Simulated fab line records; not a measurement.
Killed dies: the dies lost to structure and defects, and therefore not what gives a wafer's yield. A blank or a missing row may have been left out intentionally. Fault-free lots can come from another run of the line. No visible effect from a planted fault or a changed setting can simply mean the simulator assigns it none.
Which tool is to blame? -- flow nand_harc -- 24 lots, 72 wafers sampled, at 1 step of a route of 1302

## WHAT THE GAUGES READ, wafer by wafer
NHARC_A_ONON_D1_THK_MEAS_24: measures by ellipsometry. Usual: thk_nm at 1001 nm, with a standard deviation of 11.
lot,measured,on,thk_nm (nm),flag
L074,day 8 07:54,film_metro-02,1000 1000 999,
L075,day 8 16:02,film_metro-01,985 985 983,
L076,day 9 10:43,film_metro-02,984 985 982,
L077,day 9 15:50,film_metro-01,998 1000 1001,
L078,day 9 22:01,film_metro-02,1008 1008 1009,
L079,day 10 19:56,film_metro-01,1000 999 1000,
L080,day 11 02:04,film_metro-02,1002 1003 1005,
L081,day 11 11:08,film_metro-02,1002 1000 1002,
L082,day 11 18:34,film_metro-02,1012 1012 1011,
L083,day 12 06:16,film_metro-01,1004 1005 1004,
L084,day 12 15:50,film_metro-02,992 991 992,
L085,day 13 06:50,film_metro-02,984 983 984,
L086,day 13 06:50,film_metro-01,983 983 982,
L088,day 14 03:57,film_metro-02,1017 1018 1016,
L087,day 14 04:59,film_metro-02,1008 1009 1008,
L090,day 14 18:42,film_metro-02,996 995 995,
L089,day 14 18:43,film_metro-01,999 1003 1003,
L091,day 15 11:47,film_metro-02,1000 999 999,
L093,day 15 22:08,film_metro-02,1024 1025 1023,
L092,day 15 22:09,film_metro-01,996 997 995,
L094,day 16 09:38,film_metro-01,1010 1012 1012,
L095,day 16 16:12,film_metro-01,1010 1009 1009,
L096,day 17 12:41,film_metro-02,987 988 989,
L097,day 17 18:10,film_metro-01,1017 1016 1015,

## TOOL THAT RAN EACH LOT (tool first, then ch and the chambers of the sampled wafers, then the start)
There is no process step in the record ahead of these readings.

## AS READ BY THE TOOLS THEMSELVES (means over the sampled wafers that have a number; for cases with no such wafer, the mark the record gives instead)
The record holds no such reading with a usual standard deviation.

## THE ANSWER, worked out from the rows above alone
Rule: lot off if the mean of its wafers having a number is beyond 3 standard deviations from the usual mean. Also off: a lot with no number at a reading for which 4 or more lots have one. All remaining lots with rows at the step are treated as sound. First the gauges in route order, then the tools' own readings, where a lot's mean is used as printed above. The first step at which some lot is off is used, and at that step the reading that is off furthest; a lot without a number counts as furthest.
Nothing can be told from this: no lot is off at any reading shown.

## WHAT THE SIMULATOR HAD PUT IN
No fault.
